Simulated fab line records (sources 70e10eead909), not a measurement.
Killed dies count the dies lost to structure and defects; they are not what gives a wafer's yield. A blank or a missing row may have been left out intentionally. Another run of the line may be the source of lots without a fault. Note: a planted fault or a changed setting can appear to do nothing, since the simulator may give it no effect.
Which tool did it? / flow nand_harc / 14 lots, 42 wafers sampled, at 3 steps of a route of 1302

WHAT THE GAUGES SHOWED, per wafer
NHARC_P_BONDPAD_OVL_MEAS_38.
lot=L189; measured=day 6 17:03; on=overlay-02; overlay_x_nm (nm)=-4 -3 -3; overlay_y_nm (nm)=-3 -3 -3
lot=L188; measured=day 6 18:19; on=overlay-01; overlay_x_nm (nm)=4 4 3; overlay_y_nm (nm)=-8 -8 -8
lot=L190; measured=day 7 07:31; on=overlay-01; overlay_x_nm (nm)=-8 -8 -8; overlay_y_nm (nm)=-12 -12 -12
lot=L191; measured=day 7 19:20; on=overlay-01; overlay_x_nm (nm)=2 2 2; overlay_y_nm (nm)=-10 -10 -9
lot=L192; measured=day 8 02:57; on=overlay-02; overlay_x_nm (nm)=15 15 15; overlay_y_nm (nm)=-6 -6 -5
lot=L193; measured=day 8 15:56; on=overlay-02; overlay_x_nm (nm)=-2 -2 -2; overlay_y_nm (nm)=-3 -3 -3
lot=L194; measured=day 9 02:08; on=overlay-01; overlay_x_nm (nm)=-7 -6 -7; overlay_y_nm (nm)=-8 -9 -8
lot=L196; measured=day 10 04:22; on=overlay-02; overlay_x_nm (nm)=-2 -1 -1; overlay_y_nm (nm)=-17 -17 -17
lot=L198; measured=day 10 22:44; on=overlay-02; overlay_x_nm (nm)=2 1 1; overlay_y_nm (nm)=1 1 1
lot=L199; measured=day 11 08:16; on=overlay-02; overlay_x_nm (nm)=11 12 12; overlay_y_nm (nm)=5 5 5
lot=L200; measured=day 11 09:56; on=overlay-02; overlay_x_nm (nm)=3 3 3; overlay_y_nm (nm)=5 4 4
lot=L201; measured=day 12 17:26; on=overlay-01; overlay_x_nm (nm)=0 0 -1; overlay_y_nm (nm)=6 5 6
lot=L203; measured=day 12 18:12; on=overlay-01; overlay_x_nm (nm)=-7 -7 -7; overlay_y_nm (nm)=4 4 4
lot=L202; measured=day 12 20:35; on=overlay-01; overlay_x_nm (nm)=-2 -2 -2; overlay_y_nm (nm)=1 1 1

TOOL THAT RAN EACH LOT (tool first, then ch and the chambers of the sampled wafers, then the start)
lot=L189; NHARC_P_M2_PRE_CLEAN_32=pecvd-02 ch 0,2, day 6 15:23; NHARC_P_BONDPAD_DEP_00=pecvd-04 ch 0,1, day 6 15:55
lot=L188; NHARC_P_M2_PRE_CLEAN_32=pecvd-04 ch 0,2, day 6 16:30; NHARC_P_BONDPAD_DEP_00=pecvd-02 ch 0,1, day 6 16:59
lot=L190; NHARC_P_M2_PRE_CLEAN_32=pecvd-02 ch 0,1,2, day 7 05:44; NHARC_P_BONDPAD_DEP_00=pecvd-01 ch 0,1,2, day 7 06:18
lot=L191; NHARC_P_M2_PRE_CLEAN_32=pecvd-02 ch 0,1,2, day 7 17:33; NHARC_P_BONDPAD_DEP_00=pecvd-01 ch 0,1,2, day 7 18:02
lot=L192; NHARC_P_M2_PRE_CLEAN_32=pecvd-01 ch 0,1,2, day 8 01:17; NHARC_P_BONDPAD_DEP_00=pecvd-02 ch 0,1,2, day 8 01:48
lot=L193; NHARC_P_M2_PRE_CLEAN_32=pecvd-02 ch 0,1,2, day 8 14:07; NHARC_P_BONDPAD_DEP_00=pecvd-04 ch 1,2, day 8 14:36
lot=L194; NHARC_P_M2_PRE_CLEAN_32=pecvd-01 ch 2, day 9 00:05; NHARC_P_BONDPAD_DEP_00=pecvd-02 ch 0,1, day 9 00:49
lot=L196; NHARC_P_M2_PRE_CLEAN_32=pecvd-01 ch 0,1,2, day 10 02:35; NHARC_P_BONDPAD_DEP_00=pecvd-04 ch 0,1, day 10 03:04
lot=L198; NHARC_P_M2_PRE_CLEAN_32=pecvd-01 ch 0,2, day 10 20:58; NHARC_P_BONDPAD_DEP_00=pecvd-04 ch 0,1,2, day 10 21:26
lot=L199; NHARC_P_M2_PRE_CLEAN_32=pecvd-04 ch 0,1,2, day 11 06:28; NHARC_P_BONDPAD_DEP_00=pecvd-02 ch 0,1,2, day 11 06:57
lot=L200; NHARC_P_M2_PRE_CLEAN_32=pecvd-04 ch 1,2, day 11 08:09; NHARC_P_BONDPAD_DEP_00=pecvd-02 ch 0,1, day 11 08:41
lot=L201; NHARC_P_M2_PRE_CLEAN_32=pecvd-02 ch 0,1,2, day 12 15:46; NHARC_P_BONDPAD_DEP_00=pecvd-01 ch 0,1, day 12 16:20
lot=L203; NHARC_P_M2_PRE_CLEAN_32=pecvd-02 ch 0,1,2, day 12 16:26; NHARC_P_BONDPAD_DEP_00=pecvd-02 ch 0,2, day 12 18:12 or earlier
lot=L202; NHARC_P_M2_PRE_CLEAN_32=pecvd-01 ch 0,2, day 12 18:46; NHARC_P_BONDPAD_DEP_00=pecvd-04 ch 1,2, day 12 19:21
- NHARC_P_M2_PRE_CLEAN_32: time 12 s.
- NHARC_P_BONDPAD_DEP_00: deposits SiCN, target thk 250 nm.

WHAT THE TOOLS THEMSELVES READ (means of the sampled wafers that have a number; where no wafer has one, the mark that the record gives instead)
NHARC_P_M2_PRE_CLEAN_32.
lot=L189; tool=pecvd-02; heater_power_outer_w (W)=293; heater_power_w (W)=500; susceptor_temp_C (C)=369.74
lot=L188; tool=pecvd-04; heater_power_outer_w (W)=362; heater_power_w (W)=657; susceptor_temp_C (C)=369.94
lot=L190; tool=pecvd-02; heater_power_outer_w (W)=327; heater_power_w (W)=581; susceptor_temp_C (C)=369.91
lot=L191; tool=pecvd-02; heater_power_outer_w (W)=309; heater_power_w (W)=546; susceptor_temp_C (C)=370.11
lot=L192; tool=pecvd-01; heater_power_outer_w (W)=374; heater_power_w (W)=630; susceptor_temp_C (C)=370.02
lot=L193; tool=pecvd-02; heater_power_outer_w (W)=313; heater_power_w (W)=550; susceptor_temp_C (C)=369.98
lot=L194; tool=pecvd-01; heater_power_outer_w (W)=341; heater_power_w (W)=595; susceptor_temp_C (C)=369.99
lot=L196; tool=pecvd-01; heater_power_outer_w (W)=323; heater_power_w (W)=567; susceptor_temp_C (C)=369.88
lot=L198; tool=pecvd-01; heater_power_outer_w (W)=350; heater_power_w (W)=595; susceptor_temp_C (C)=370.15
lot=L199; tool=pecvd-04; heater_power_outer_w (W)=414; heater_power_w (W)=720; susceptor_temp_C (C)=369.87
lot=L200; tool=pecvd-04; heater_power_outer_w (W)=419; heater_power_w (W)=702; susceptor_temp_C (C)=369.91
lot=L201; tool=pecvd-02; heater_power_outer_w (W)=293; heater_power_w (W)=529; susceptor_temp_C (C)=369.83
lot=L203; tool=pecvd-02; heater_power_outer_w (W)=291; heater_power_w (W)=513; susceptor_temp_C (C)=369.95
lot=L202; tool=pecvd-01; heater_power_outer_w (W)=357; heater_power_w (W)=584; susceptor_temp_C (C)=369.94

NHARC_P_BONDPAD_DEP_00.
lot=L189; tool=pecvd-04; heater_power_outer_w (W)=378; heater_power_w (W)=691; susceptor_temp_C (C)=370.08
lot=L188; tool=pecvd-02; heater_power_outer_w (W)=290; heater_power_w (W)=529; susceptor_temp_C (C)=370.07
lot=L190; tool=pecvd-01; heater_power_outer_w (W)=319; heater_power_w (W)=559; susceptor_temp_C (C)=370.20
lot=L191; tool=pecvd-01; heater_power_outer_w (W)=333; heater_power_w (W)=570; susceptor_temp_C (C)=370.00
lot=L192; tool=pecvd-02; heater_power_outer_w (W)=284; heater_power_w (W)=509; susceptor_temp_C (C)=370.04
lot=L193; tool=pecvd-04; heater_power_outer_w (W)=381; heater_power_w (W)=651; susceptor_temp_C (C)=370.15
lot=L194; tool=pecvd-02; heater_power_outer_w (W)=276; heater_power_w (W)=488; susceptor_temp_C (C)=370.07
lot=L196; tool=pecvd-04; heater_power_outer_w (W)=382; heater_power_w (W)=674; susceptor_temp_C (C)=369.98
lot=L198; tool=pecvd-04; heater_power_outer_w (W)=386; heater_power_w (W)=686; susceptor_temp_C (C)=370.02
lot=L199; tool=pecvd-02; heater_power_outer_w (W)=280; heater_power_w (W)=510; susceptor_temp_C (C)=369.99
lot=L200; tool=pecvd-02; heater_power_outer_w (W)=287; heater_power_w (W)=516; susceptor_temp_C (C)=369.86
lot=L201; tool=pecvd-01; heater_power_outer_w (W)=298; heater_power_w (W)=530; susceptor_temp_C (C)=370.20
lot=L203; tool=pecvd-02; heater_power_outer_w (W)=290; heater_power_w (W)=509; susceptor_temp_C (C)=369.76
lot=L202; tool=pecvd-04; heater_power_outer_w (W)=360; heater_power_w (W)=631; susceptor_temp_C (C)=369.95

THE ANSWER, worked out from the rows above alone
Rule: the usual values come from the lots themselves. Put in order of their means at a reading, lots are off if they are a third of the lots or fewer, leave a main group of 4 or more, and stand apart from it by a gap of 3 or more times the standard deviation of the main group's means; of several such gaps the widest counts. If all means in a main group match to the digits the tables above print for the reading, that group is not used. A lot without any number at a reading at which 4 lots or more have one is off too. The other lots that the step has rows for count as sound. The gauges are gone through in route order, then the tools' own readings, and for those a lot's mean is taken as printed above. At the first step where some lot is off, the reading lying furthest off is the one used; lots without a number count as furthest.
No lot is off on any of the readings shown, so nothing can be concluded from this.

WHAT THE SIMULATOR HAD INSERTED
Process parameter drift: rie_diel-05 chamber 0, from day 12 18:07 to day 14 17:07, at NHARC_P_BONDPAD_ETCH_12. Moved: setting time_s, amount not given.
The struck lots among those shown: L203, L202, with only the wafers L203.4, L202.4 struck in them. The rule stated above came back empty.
